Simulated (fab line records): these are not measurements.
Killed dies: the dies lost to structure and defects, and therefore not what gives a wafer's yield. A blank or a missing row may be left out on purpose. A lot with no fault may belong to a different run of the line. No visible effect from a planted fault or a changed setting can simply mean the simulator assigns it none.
Matching of chambers ; flow nand harc ; rie diel-02 running NHARC_A_CHANNEL_FILL_D2_ETCHBACK_20: 4 sister chambers
The step etches the open film in C4F8/O2/Ar, target depth 27 nm, time 13.5 s. 4 wafers are shown with their chamber, then 10 later ones without.

## EACH WAFER AND ITS CHAMBER
wafer;chamber;rf vpp V (V)
L087.6;0;976
L091.3;3;981
L091.6;1;973
L088.5;2;972

## WAFERS WITH NO CHAMBER GIVEN
wafer;rf vpp V (V)
L088.6;982
L093.3;980
L093.5;972
L093.6;971
L095.1;971
L095.4;983
L095.5;976
L097.1;971
L097.3;973
L097.4;976

## THE CHAMBER EACH PASSED THROUGH
wafer;from the rows above;in truth
L088.6;3;3
L093.3;3;3
L093.5;can't be placed: 2 or 1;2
L093.6;can't be placed: 2 or 1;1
L095.1;can't be placed: 2 or 1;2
L095.4;3;3
L095.5;0;0
L097.1;can't be placed: 2 or 1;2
L097.3;can't be placed: 1 or 2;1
L097.4;0;0
Correctly placed: 5 of 10. From these rows, 5 cannot be placed; in 5 the true chamber is one of the candidates. 0 placed wrongly.
How it was worked out, from the rows above alone: a wafer's distance from a chamber is the root of the sum, over the readings, of the square of ((its reading less the chamber's mean) divided by the reading's scatter). If the next closest chamber is less than 2 further off than the closest, the wafer can't be placed; otherwise it belongs to the closest. Each chamber's mean is taken over the wafers shown for it. The scatter: with one shown wafer a chamber, the root of the mean of the squares of how far each hidden wafer lies from its nearest shown one.
